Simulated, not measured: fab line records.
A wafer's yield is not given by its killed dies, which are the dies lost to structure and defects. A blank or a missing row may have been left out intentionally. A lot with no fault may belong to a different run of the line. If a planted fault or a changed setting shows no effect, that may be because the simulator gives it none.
Lot-split experiment	flow n5 finfet	on a route of 1938 steps: 7 lots, 21 wafers read

## ABOUT THE SPLIT
At N5_MOL_CONTACT_COAG_EXPOSE_37 (exposes mask VD, defocus 0 nm), the setting dose mj was moved away from the recipe's 62 on 8 of the 21 wafers read, by -7.4% to +3.9%. This setting was run at the recipe's value on the other wafers.

## FROM THE SPLIT TO THE READING: what the file shows between them, 2 steps
- N5_MOL_CONTACT_COAG_PEB_38: peb time 60 s
- N5_MOL_CONTACT_COAG_DEVELOP_39: develop time 30 s

## THE READING
cd nm, in nm, at N5_MOL_CONTACT_COAG_CD_MEAS_40 (target cd 25.1 nm). Typical for fault-free wafers on this fab line: 25.02 nm, with standard deviation 0.25 nm.

wafer	tool, chamber at the split	dose mj as run	against the recipe	cd nm, nm	against lot-mates on the recipe
L075.2	euv scanner-02, 0	62	recipe	24.97	-
L075.4	euv scanner-02, 0	64.41	+3.9%	25.32	+0.35
L075.6	euv scanner-02, 0	64.41	+3.9%	25.57	+0.60
L077.3	euv scanner-01, 0	62	recipe	24.75	-
L077.5	euv scanner-01, 0	62	recipe	24.56	-
L077.6	euv scanner-01, 0	62	recipe	25.50	-
L078.2	euv scanner-01, 0	62	recipe	25.33	-
L078.4	euv scanner-01, 0	62	recipe	24.69	-
L078.6	euv scanner-01, 0	62	recipe	24.69	-
L079.2	euv scanner-01, 0	57.77	-6.8%	23.54	-1.46
L079.4	euv scanner-01, 0	62	recipe	25.15	-
L079.6	euv scanner-01, 0	62	recipe	24.85	-
L086.1	euv scanner-01, 0	64.33	+3.8%	25.76	+0.43
L086.2	euv scanner-01, 0	62	recipe	25.58	-
L086.6	euv scanner-01, 0	62	recipe	25.08	-
L087.2	euv scanner-01, 0	57.41	-7.4%	23.55	-1.81
L087.3	euv scanner-01, 0	57.41	-7.4%	23.60	-1.76
L087.6	euv scanner-01, 0	62	recipe	25.36	-
L089.2	euv scanner-01, 0	60.71	-2.1%	24.48	-0.34
L089.5	euv scanner-01, 0	60.71	-2.1%	24.46	-0.36
L089.6	euv scanner-01, 0	62	recipe	24.82	-

FIT RESULTS
A straight line over all 21 wafers: cd nm changes by +0.187 nm for each +1% of dose mj; r = +0.90; the points scatter about the line by 0.29 nm.
The same after taking each lot's own level away (the mean of its wafers on the recipe; 21 wafers): +0.202 nm for each +1%; r = +0.93; scatter 0.27 nm.
That fit puts the effect of the largest move of dose mj on the reading at 1.5 nm.
Across the lots, their own levels run from 24.820 to 25.360 nm, a range of 2.2 times the standard deviation given above.
So the lot-to-lot level changes the slope little: the two slopes agree.
Check: -1.47 nm against its lot-mates is what the line predicts for one of the wafers moved furthest among these (-7.4%) when that wafer is left out of the fit. Against them it came out at -1.81 nm.

## THE FILE'S OWN FIT
cd nm changes by +0.203 nm for each +1% of dose mj, r = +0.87.
